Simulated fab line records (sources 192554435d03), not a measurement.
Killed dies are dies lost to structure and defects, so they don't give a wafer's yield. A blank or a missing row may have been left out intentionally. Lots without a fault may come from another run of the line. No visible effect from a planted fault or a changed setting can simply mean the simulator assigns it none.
fab line records	flow n5Finfet	part 1 of 2: steps 1 to 22 of 28
record lots=5	wafers=15	lastDay=18
route steps=1938 shown MIM_TOP_LITHO@1842 MIM_TOP_ETCH@1851 MIM_BOT_LITHO@1854 MIM_BOT_ETCH@1866
lots that met no fault: from a run of the same line without faults
startH: hours from the record's opening day to when the first of the lot's shown wafers began	waitH: how many hours have passed since the lot's step before this one	" same as the row above	L1.1+2: a row that stands for several wafers	- no value present, or no start provided	* or withheld: withheld	< > ~ a bound
route shown NAME@n: a module of which the file shows steps, and the number in the route of the first	usual: mean and standard deviation over wafers with no fault	same: alike in all rows	chamber/n: place in a boat	sites: readings site by site	_std_site: standard deviation of those values	_edge_site: inner sites' mean taken away from outer sites' mean	radiusMm: how far each site lies from the wafer's centre	mask NAME#n: copy n	behind: the tool/chamber that last shaped the wafer	hold: why the lot was held/for how many hours/how that ended	device: whichever transistor did not switch (one of n, p or np)	end of line: the route-end tests of the same wafers	a step with no rows: only its recipe	killed: dies lost to structure and defects at the first sort, not the wafer's yield	map: shows each die of a wafer: x if killed, . if not, _ if none is there
set.NAME: the setting as run; set.NAME@STEP: as run at that earlier step	model.NAME: the simulator's own value behind a step, which no gauge read
certain route steps with their lots: each step a table, each wafer a row
services: when a tool's chamber went out of use (startH, in hours from the record's first day, below 0 if earlier), for how many hours, and the reason
## steps
# step N5_MIM_TOP_LITHO_SOFTBAKE_03
# recipe tempC=100	timeS=90
# usual resistLineTempC=23.01/0.11
lot.wafer	tool	chamber	startH	waitH	resistLineTempC
L083.1	lithoTrack-01	0	-	-	22.98
L083.3	"	0	"	"	23.03
L083.4	"	0	"	"	23.06
L087.2	lithoTrack-01	0	-	-	22.90
L087.3	"	0	"	"	22.81
L087.6	"	0	"	"	22.88
L094.2	lithoTrack-01	0	-	-	22.94
L094.3	"	0	"	"	22.87
L094.6	"	0	"	"	22.83
L095.2	lithoTrack-01	0	-	-	22.91
L095.5	"	0	"	"	22.86
L095.6	"	0	"	"	22.96
L097.1	lithoTrack-05	0	-	-	22.93
L097.4	"	0	"	"	22.95
L097.6	"	0	"	"	22.89
# step N5_MIM_TOP_LITHO_EXPOSE_05
# recipe maskId=MIM_TOP	na=0.55	sourceShape=conventional	sigmaOuter=0.8	polarization=unpolarized	targetCdNm=2000	doseMj=20.5
# usual focusOffsetNm=0.0/0.48
lot.wafer	tool	chamber	startH	waitH	mask	focusOffsetNm
L083.1	krfScanner-02	0	303.36	-	MIM_TOP#0	-0.4
L083.3	"	0	"	"	MIM_TOP#0	0.7
L083.4	"	0	"	"	MIM_TOP#0	-0.6
L087.2	krfScanner-02	0	349.47	-	MIM_TOP#0	-0.3
L087.3	"	0	"	"	MIM_TOP#0	-0.2
L087.6	"	0	"	"	MIM_TOP#0	0.0
L094.2	krfScanner-01	0	381.46	-	MIM_TOP#0	0.0
L094.3	"	0	"	"	MIM_TOP#0	-0.1
L094.6	"	0	"	"	MIM_TOP#0	-0.1
L095.2	krfScanner-01	0	385.30	-	MIM_TOP#0	-0.2
L095.5	"	0	"	"	MIM_TOP#0	-0.4
L095.6	"	0	"	"	MIM_TOP#0	0.5
L097.1	krfScanner-01	0	415.52	-	MIM_TOP#0	-0.1
L097.4	"	0	"	"	MIM_TOP#0	-0.3
L097.6	"	0	"	"	MIM_TOP#0	-0.2
# step N5_MIM_TOP_LITHO_PEB_06
# recipe pebTempC=withheld	pebTimeS=*
# usual resistLineTempC=*
lot.wafer	tool	chamber	startH	waitH	resistLineTempC
L083.1	lithoTrack-03	0	303.42	0.1	*
L083.3	"	0	"	"	*
L083.4	"	0	"	"	*
L087.2	lithoTrack-05	0	349.52	0.0	*
L087.3	"	0	"	"	*
L087.6	"	0	"	"	*
L094.2	lithoTrack-01	0	381.51	0.0	*
L094.3	"	0	"	"	*
L094.6	"	0	"	"	*
L095.2	lithoTrack-03	0	385.35	0.0	*
L095.5	"	0	"	"	*
L095.6	"	0	"	"	*
L097.1	lithoTrack-05	0	415.58	0.1	*
L097.4	"	0	"	"	*
L097.6	"	0	"	"	*
# step N5_MIM_TOP_LITHO_DEVELOP_07
# recipe developTimeS=60	rinseLiquid=diw	dry=airSpin	devTempC=21
# usual resistLineTempC=22.99/0.12
lot.wafer	tool	chamber	startH	waitH	resistLineTempC
L083.1	lithoTrack-03	0	-	-	23.11
L083.3	"	0	"	"	23.13
L083.4	"	0	"	"	22.89
L087.2	lithoTrack-05	0	-	-	22.95
L087.3	"	0	"	"	22.94
L087.6	"	0	"	"	23.05
L094.2	lithoTrack-01	0	-	-	23.09
L094.3	"	0	"	"	23.02
L094.6	"	0	"	"	23.08
L095.2	lithoTrack-03	0	-	-	22.96
L095.5	"	0	"	"	22.99
L095.6	"	0	"	"	23.04
L097.1	lithoTrack-05	0	-	-	23.02
L097.4	"	0	"	"	23.02
L097.6	"	0	"	"	22.92
# step N5_MIM_TOP_LITHO_HARDBAKE_09
# recipe tempC=130	timeS=120
# usual resistLineTempC=23.00/0.11
lot.wafer	tool	chamber	startH	waitH	resistLineTempC
L083.1	lithoTrack-03	0	-	-	22.92
L083.3	"	0	"	"	22.85
L083.4	"	0	"	"	22.89
L087.2	lithoTrack-05	0	-	-	23.09
L087.3	"	0	"	"	22.97
L087.6	"	0	"	"	23.05
L094.2	lithoTrack-01	0	-	-	23.00
L094.3	"	0	"	"	23.13
L094.6	"	0	"	"	23.10
L095.2	lithoTrack-03	0	-	-	23.12
L095.5	"	0	"	"	23.10
L095.6	"	0	"	"	23.12
L097.1	lithoTrack-05	0	-	-	23.11
L097.4	"	0	"	"	22.88
L097.6	"	0	"	"	23.13
# step N5_MIM_TOP_LITHO_CD_MEAS_08
# recipe targetCdNm=2000	landingEnergyEv=500	detector=seInlens
# usual cdNm=2000.7/1.7
lot.wafer	tool	chamber	startH	waitH	cdNm
L083.1	cdSem-03	0	303.54	-	2001.0
L083.3	"	0	"	"	2002.7
L083.4	"	0	"	"	2000.6
L087.2	cdSem-02	0	349.64	-	1999.6
L087.3	"	0	"	"	1999.3
L087.6	"	0	"	"	2001.7
L094.2	cdSem-03	0	381.63	-	2000.0
L094.3	"	0	"	"	2001.9
L094.6	"	0	"	"	2000.5
L095.2	cdSem-01	0	385.47	-	2001.2
L095.5	"	0	"	"	1999.5
L095.6	"	0	"	"	2003.1
L097.1	cdSem-01	0	415.70	-	2004.2
L097.4	"	0	"	"	2002.0
L097.6	"	0	"	"	1998.0
# step N5_MIM_TOP_LITHO_OVL_MEAS_11
# recipe pointsPerWafer=44
# usual MIM_TOP_OVL=-3/5.2
lot.wafer	tool	chamber	startH	waitH	MIM_TOP_OVL[nm]
L083.1	overlay-02	0	303.57	0.0	-6
L083.3	"	0	"	"	1
L083.4	"	0	"	"	-3
L087.2	overlay-02	0	349.67	0.0	-3
L087.3	"	0	"	"	-4
L087.6	"	0	"	"	0
L094.2	overlay-01	0	381.66	0.0	4
L094.3	"	0	"	"	-8
L094.6	"	0	"	"	2
L095.2	overlay-01	0	385.50	0.0	-5
L095.5	"	0	"	"	-7
L095.6	"	0	"	"	-8
L097.1	overlay-01	0	415.73	0.0	-17
L097.4	"	0	"	"	-12
L097.6	"	0	"	"	-18
# step N5_MIM_TOP_LITHO_INSPECT_12
# recipe mode=adi	inspectInstrument=macro
# usual rawDefectCount=2.0/1.4
lot.wafer	tool	chamber	startH	waitH	rawDefectCount
L083.1	defectInspect-02	-	303.59	0.0	2
L083.3	"	-	"	"	2
L083.4	"	-	"	"	0
L087.2	defectInspect-01	-	349.69	0.0	2
L087.3	"	-	"	"	3
L087.6	"	-	"	"	0
L094.2	defectInspect-01	-	381.68	0.0	4
L094.3	"	-	"	"	4
L094.6	"	-	"	"	4
L095.2	defectInspect-01	-	385.52	0.0	2
L095.5	"	-	"	"	0
L095.6	"	-	"	"	3
L097.1	defectInspect-02	-	415.75	0.0	2
L097.4	"	-	"	"	1
L097.6	"	-	"	"	3
# step N5_MIM_TOP_LITHO_DESCUM_10
# recipe chemistry=O2	timeS=7.9	sourcePowerW=50	biasPowerW=20	pressureMtorr=20	rfFrequencyHz=2.712e+07	tempC=40	o2FlowSccm=225
# usual drypumpMotorCurrentA=5.6/0.56	oesProductAu=0.82/0.077	rfVppV=243.4/1.5	showerheadPlenumPTorr=2.12/0.082	tempC=40.02/0.11	throttleValvePct=20.28/0.27
lot.wafer	tool	chamber	startH	waitH	drypumpMotorCurrentA	oesProductAu	rfHoursCounterH	rfVppV	showerheadPlenumPTorr	tempC	throttleValvePct
L083.1	rieDiel-05	2	303.71	0.1	5.6	0.74	158	243.4	2.09	40.00	20.40
L083.3	"	0	"	"	5.3	0.76	155	241.1	2.01	40.28	20.21
L083.4	"	1	"	"	4.9	0.84	65	242.2	2.04	40.08	19.86
L087.2	rieDiel-02	3	349.73	0.0	5.8	0.74	174	242.6	2.08	39.88	20.21
L087.3	"	0	"	"	5.7	0.76	133	241.0	2.02	40.03	20.20
L087.6	"	0	"	"	5.7	0.76	-	242.0	2.02	40.07	20.21
L094.2	rieDiel-06	3	381.72	0.0	6.6	0.94	24	243.2	2.16	39.93	20.52
L094.3	"	0	"	"	5.0	0.82	124	244.2	2.20	39.94	20.19
L094.6	"	2	"	"	6.4	0.90	-	244.7	2.24	40.04	20.89
L095.2	rieDiel-02	2	385.71	0.2	5.4	0.79	111	245.1	2.22	40.03	20.20
L095.5	"	2	"	"	5.4	0.79	-	244.7	2.22	40.09	20.19
L095.6	"	3	"	"	5.8	0.74	-	242.3	2.07	39.94	20.24
L097.1	rieDiel-05	3	415.78	0.0	5.4	0.82	73	242.0	2.05	40.09	20.23
L097.4	"	2	"	"	5.6	0.71	-	242.0	2.08	39.94	20.45
L097.6	"	1	"	"	4.9	0.79	-	241.5	2.03	40.11	19.91
# step N5_MIM_TOP_ETCH_ETCH_00
# recipe chemistry=Cl2/BCl3	target=TiN	targetDepthA=385	ionEnergyEv=150	pressureMtorr=10	icpW=1000	biasW=126	Cl2_flow_sccm=53.25	bcl3FlowSccm=21.75	Ar_flow_sccm=25
# usual drypumpMotorCurrentA=5.8/0.72	oesProductAu=0.84/0.081	throttleValvePct=22.70/0.29
lot.wafer	tool	chamber	startH	waitH	drypumpMotorCurrentA	oesProductAu	rfHoursCounterH	throttleValvePct
L083.1	rieMetal-01	0	303.86	0.1	5.1	0.94	2	23.03
L083.3	"	0	"	"	5.1	0.93	-	23.03
L083.4	"	1	"	"	6.6	0.75	-	22.95
L087.2	rieMetal-01	0	349.81	0.1	5.1	0.90	7	23.05
L087.3	"	1	"	"	6.5	0.73	-	22.97
L087.6	"	1	"	"	6.6	0.74	-	22.96
L094.2	rieMetal-01	1	381.80	0.1	6.6	0.74	64	22.98
L094.3	"	0	"	"	5.1	0.88	-	23.04
L094.6	"	1	"	"	6.6	0.73	-	22.97
L095.2	rieMetal-01	0	385.80	0.1	5.1	0.88	11	23.05
L095.5	"	1	"	"	6.5	0.73	-	22.96
L095.6	"	0	"	"	5.1	0.89	-	23.04
L097.1	rieMetal-02	0	415.87	0.1	5.5	0.91	15	22.40
L097.4	"	1	"	"	5.2	0.85	-	22.36
L097.6	"	1	"	"	5.2	0.84	-	22.36
# step N5_MIM_TOP_ETCH_STRIP_01
# recipe chemistry=O2	powerW=600	tempC=60	pressureMtorr=30	rfFrequencyHz=6e+07	biasPowerW=0	overashFraction=0.5	o2FlowSccm=225
# usual drypumpMotorCurrentA=5.6/0.41	oesProductAu=0.81/0.083	rfVppV=3.7/1.4	showerheadPlenumPTorr=2.05/0.074	tempC=60.02/0.11	throttleValvePct=16.48/0.18
lot.wafer	tool	chamber	startH	waitH	drypumpMotorCurrentA	oesProductAu	rfHoursCounterH	rfVppV	showerheadPlenumPTorr	tempC	throttleValvePct
L083.1	rieDiel-04	0	304.00	0.1	5.8	0.91	11	3.9	2.05	60.16	16.50
L083.3	"	2	"	"	6.2	0.85	86	2.3	2.12	59.99	16.22
L083.4	"	3	"	"	5.2	0.67	242	2.4	1.98	60.01	16.61
L087.2	rieDiel-01	2	349.95	0.1	5.2	0.73	189	7.6	2.01	60.01	16.75
L087.3	"	0	"	"	5.0	0.85	54	4.7	2.05	60.00	16.35
L087.6	"	3	"	"	5.6	0.70	-	3.4	2.16	60.22	16.53
L094.2	rieDiel-01	3	382.05	0.2	5.6	0.72	216	3.2	2.15	59.97	16.58
L094.3	"	2	"	"	5.2	0.72	198	7.1	2.01	60.01	16.71
L094.6	"	2	"	"	5.2	0.73	-	4.1	2.00	60.10	16.70
L095.2	rieDiel-03	3	385.94	0.1	5.7	0.88	32	2.2	2.05	60.08	16.51
L095.5	"	1	"	"	6.3	0.86	-	3.6	2.13	59.94	16.76
L095.6	"	3	"	"	5.7	0.89	-	4.1	2.05	60.02	16.46
L097.1	rieDiel-01	1	416.01	0.1	5.8	0.77	145	1.8	2.01	59.93	16.46
L097.4	"	3	"	"	5.6	0.70	225	3.2	2.15	60.04	16.60
L097.6	"	0	"	"	4.9	0.82	-	2.8	2.05	59.90	16.37
# step N5_MIM_TOP_ETCH_PECVD_03
# recipe material=SiNx	targetThkA=200	tempC=400	precursor=SiH4/NH3/N2	pressureTorr=1.5	rfW=300	timeS=17.6
# usual heaterPowerW=735/57	showerheadPlenumPTorr=5.16/0.099	throttleValvePct=39.9/1.2
lot.wafer	tool	chamber	startH	waitH	heaterPowerW	showerheadPlenumPTorr	throttleValvePct
L083.1	pecvd-04	0	304.06	-	752	5.01	38.4
L083.3	"	1	"	"	786	5.05	40.7
L083.4	"	2	"	"	678	5.23	41.4
L087.2	pecvd-01	2	350.02	-	803	5.22	38.9
L087.3	"	0	"	"	694	5.11	39.8
L087.6	"	0	"	"	692	5.12	39.9
L094.2	pecvd-04	1	382.11	-	697	5.04	40.5
L094.3	"	0	"	"	747	5.02	38.3
L094.6	"	0	"	"	754	5.01	38.5
L095.2	pecvd-04	2	386.00	-	746	5.22	41.7
L095.5	"	0	"	"	752	5.01	38.7
L095.6	"	2	"	"	737	5.24	41.4
L097.1	pecvd-04	2	416.07	-	685	5.24	42.1
L097.4	"	0	"	"	642	5.01	38.3
L097.6	"	1	"	"	698	5.02	36.7
# step N5_MIM_BOT_LITHO_HMDS_01
# recipe timeS=60	tempC=120
# usual resistLineTempC=23.00/0.1
lot.wafer	tool	chamber	startH	waitH	resistLineTempC
L083.1	lithoTrack-02	0	304.13	0.0	22.95
L083.3	"	0	"	"	22.93
L083.4	"	0	"	"	22.89
L087.2	lithoTrack-02	0	350.11	0.1	23.10
L087.3	"	0	"	"	23.03
L087.6	"	0	"	"	23.22
L094.2	lithoTrack-04	0	382.20	0.1	23.02
L094.3	"	0	"	"	23.02
L094.6	"	0	"	"	22.90
L095.2	lithoTrack-04	0	386.10	0.1	22.91
L095.5	"	0	"	"	23.19
L095.6	"	0	"	"	22.93
L097.1	lithoTrack-02	0	416.15	0.0	22.95
L097.4	"	0	"	"	23.07
L097.6	"	0	"	"	22.98
# step N5_MIM_BOT_LITHO_COAT_02
# recipe spinRpm=*	resistThkNm=*
# usual resistLineTempC=22.98/0.085
lot.wafer	tool	chamber	startH	waitH	resistLineTempC
L083.1	lithoTrack-02	0	-	-	22.93
L083.3	"	0	"	"	22.99
L083.4	"	0	"	"	22.82
L087.2	lithoTrack-02	0	-	-	22.78
L087.3	"	0	"	"	23.04
L087.6	"	0	"	"	23.04
L094.2	lithoTrack-04	0	-	-	22.95
L094.3	"	0	"	"	22.92
L094.6	"	0	"	"	23.11
L095.2	lithoTrack-04	0	-	-	22.94
L095.5	"	0	"	"	23.00
L095.6	"	0	"	"	23.02
L097.1	lithoTrack-02	0	-	-	22.92
L097.4	"	0	"	"	23.02
L097.6	"	0	"	"	22.90
# step N5_MIM_BOT_LITHO_EBR_04
# recipe solvent=PGMEA	ebrWidthMm=1.5
# usual resistLineTempC=22.98/0.12
lot.wafer	tool	chamber	startH	waitH	resistLineTempC
L083.1	lithoTrack-02	0	-	-	22.97
L083.3	"	0	"	"	22.97
L083.4	"	0	"	"	22.86
L087.2	lithoTrack-02	0	-	-	23.01
L087.3	"	0	"	"	22.89
L087.6	"	0	"	"	23.10
L094.2	lithoTrack-04	0	-	-	22.99
L094.3	"	0	"	"	23.06
L094.6	"	0	"	"	22.95
L095.2	lithoTrack-04	0	-	-	23.05
L095.5	"	0	"	"	23.00
L095.6	"	0	"	"	23.18
L097.1	lithoTrack-02	0	-	-	23.00
L097.4	"	0	"	"	23.03
L097.6	"	0	"	"	23.17
# step N5_MIM_BOT_LITHO_SOFTBAKE_03
# recipe tempC=100	timeS=90
# usual resistLineTempC=22.99/0.094
lot.wafer	tool	chamber	startH	waitH	resistLineTempC
L083.1	lithoTrack-02	0	-	-	22.99
L083.3	"	0	"	"	22.81
L083.4	"	0	"	"	22.95
L087.2	lithoTrack-02	0	-	-	23.00
L087.3	"	0	"	"	23.03
L087.6	"	0	"	"	23.04
L094.2	lithoTrack-04	0	-	-	23.01
L094.3	"	0	"	"	23.08
L094.6	"	0	"	"	23.21
L095.2	lithoTrack-04	0	-	-	23.01
L095.5	"	0	"	"	22.83
L095.6	"	0	"	"	23.07
L097.1	lithoTrack-02	0	-	-	23.01
L097.4	"	0	"	"	23.07
L097.6	"	0	"	"	23.01
# step N5_MIM_BOT_LITHO_EXPOSE_05
# recipe maskId=MIM_BOT	na=0.55	sourceShape=conventional	sigmaOuter=0.8	polarization=unpolarized	doseMj=24.25
# usual focusOffsetNm=0.0/0.54
lot.wafer	tool	chamber	startH	waitH	mask	focusOffsetNm
L083.1	krfScanner-01	0	304.37	-	MIM_BOT#0	0.0
L083.3	"	0	"	"	MIM_BOT#0	-0.6
L083.4	"	0	"	"	MIM_BOT#0	-1.0
L087.2	krfScanner-01	0	350.35	-	MIM_BOT#0	0.2
L087.3	"	0	"	"	MIM_BOT#0	0.4
L087.6	"	0	"	"	MIM_BOT#0	-0.1
L094.2	krfScanner-01	0	382.44	-	MIM_BOT#0	-0.5
L094.3	"	0	"	"	MIM_BOT#0	-0.2
L094.6	"	0	"	"	MIM_BOT#0	0.6
L095.2	krfScanner-01	0	386.21	-	MIM_BOT#0	-0.3
L095.5	"	0	"	"	MIM_BOT#0	-0.5
L095.6	"	0	"	"	MIM_BOT#0	0.5
L097.1	krfScanner-02	0	416.25	-	MIM_BOT#0	-0.9
L097.4	"	0	"	"	MIM_BOT#0	-0.3
L097.6	"	0	"	"	MIM_BOT#0	0.1
# step N5_MIM_BOT_LITHO_PEB_06
# recipe pebTempC=withheld	pebTimeS=*
# usual resistLineTempC=*
lot.wafer	tool	chamber	startH	waitH	resistLineTempC
L083.1	lithoTrack-02	0	304.42	0.1	*
L083.3	"	0	"	"	*
L083.4	"	0	"	"	*
L087.2	lithoTrack-04	0	350.40	0.0	*
L087.3	"	0	"	"	*
L087.6	"	0	"	"	*
L094.2	lithoTrack-02	0	382.49	0.0	*
L094.3	"	0	"	"	*
L094.6	"	0	"	"	*
L095.2	lithoTrack-04	0	386.26	0.0	*
L095.5	"	0	"	"	*
L095.6	"	0	"	"	*
L097.1	lithoTrack-02	0	416.31	0.1	*
L097.4	"	0	"	"	*
L097.6	"	0	"	"	*
# step N5_MIM_BOT_LITHO_DEVELOP_07
# recipe developTimeS=60	rinseLiquid=diw	dry=airSpin	devTempC=21
# usual resistLineTempC=23.01/0.12
lot.wafer	tool	chamber	startH	waitH	resistLineTempC
L083.1	lithoTrack-02	0	-	-	23.20
L083.3	"	0	"	"	23.08
L083.4	"	0	"	"	23.09
L087.2	lithoTrack-04	0	-	-	22.90
L087.3	"	0	"	"	22.93
L087.6	"	0	"	"	23.10
L094.2	lithoTrack-02	0	-	-	23.01
L094.3	"	0	"	"	22.98
L094.6	"	0	"	"	22.83
L095.2	lithoTrack-04	0	-	-	22.89
L095.5	"	0	"	"	22.89
L095.6	"	0	"	"	22.91
L097.1	lithoTrack-02	0	-	-	23.15
L097.4	"	0	"	"	23.03
L097.6	"	0	"	"	22.94
# step N5_MIM_BOT_LITHO_HARDBAKE_09
# recipe tempC=130	timeS=120
# usual resistLineTempC=23.01/0.13
lot.wafer	tool	chamber	startH	waitH	resistLineTempC
L083.1	lithoTrack-02	0	-	-	23.11
L083.3	"	0	"	"	23.00
L083.4	"	0	"	"	23.14
L087.2	lithoTrack-04	0	-	-	23.08
L087.3	"	0	"	"	23.22
L087.6	"	0	"	"	23.21
L094.2	lithoTrack-02	0	-	-	23.03
L094.3	"	0	"	"	23.01
L094.6	"	0	"	"	22.98
L095.2	lithoTrack-04	0	-	-	23.03
L095.5	"	0	"	"	23.04
L095.6	"	0	"	"	23.12
L097.1	lithoTrack-02	0	-	-	23.24
L097.4	"	0	"	"	23.41
L097.6	"	0	"	"	23.12
# step N5_MIM_BOT_LITHO_CD_MEAS_08
# recipe targetCdNm=3000	landingEnergyEv=500	detector=seInlens	polarity=opening
# usual cdNm=2999.7/2
lot.wafer	tool	chamber	startH	waitH	cdNm
L083.1	cdSem-03	0	304.54	-	2997.5
L083.3	"	0	"	"	2998.4
L083.4	"	0	"	"	3000.6
L087.2	cdSem-02	0	350.52	-	3001.9
L087.3	"	0	"	"	3002.0
L087.6	"	0	"	"	3002.1
L094.2	cdSem-03	0	382.61	-	2998.9
L094.3	"	0	"	"	3000.9
L094.6	"	0	"	"	2999.0
L095.2	cdSem-01	0	386.38	-	3003.2
L095.5	"	0	"	"	3001.3
L095.6	"	0	"	"	3005.8
L097.1	cdSem-02	0	416.43	-	3000.8
L097.4	"	0	"	"	2998.3
L097.6	"	0	"	"	2999.3
# step N5_MIM_BOT_LITHO_OVL_MEAS_11
# recipe pointsPerWafer=44
# usual MIM_BOT_OVL=-5/5.8
lot.wafer	tool	chamber	startH	waitH	MIM_BOT_OVL[nm]
L083.1	overlay-01	0	304.57	0.0	-3
L083.3	"	0	"	"	-5
L083.4	"	0	"	"	-3
L087.2	overlay-01	0	350.55	0.0	-7
L087.3	"	0	"	"	-13
L087.6	"	0	"	"	-11
L094.2	overlay-01	0	382.64	0.0	-11
L094.3	"	0	"	"	-2
L094.6	"	0	"	"	-1
L095.2	overlay-01	0	386.41	0.0	5
L095.5	"	0	"	"	-7
L095.6	"	0	"	"	0
L097.1	overlay-01	0	416.46	0.0	0
L097.4	"	0	"	"	-3
L097.6	"	0	"	"	8
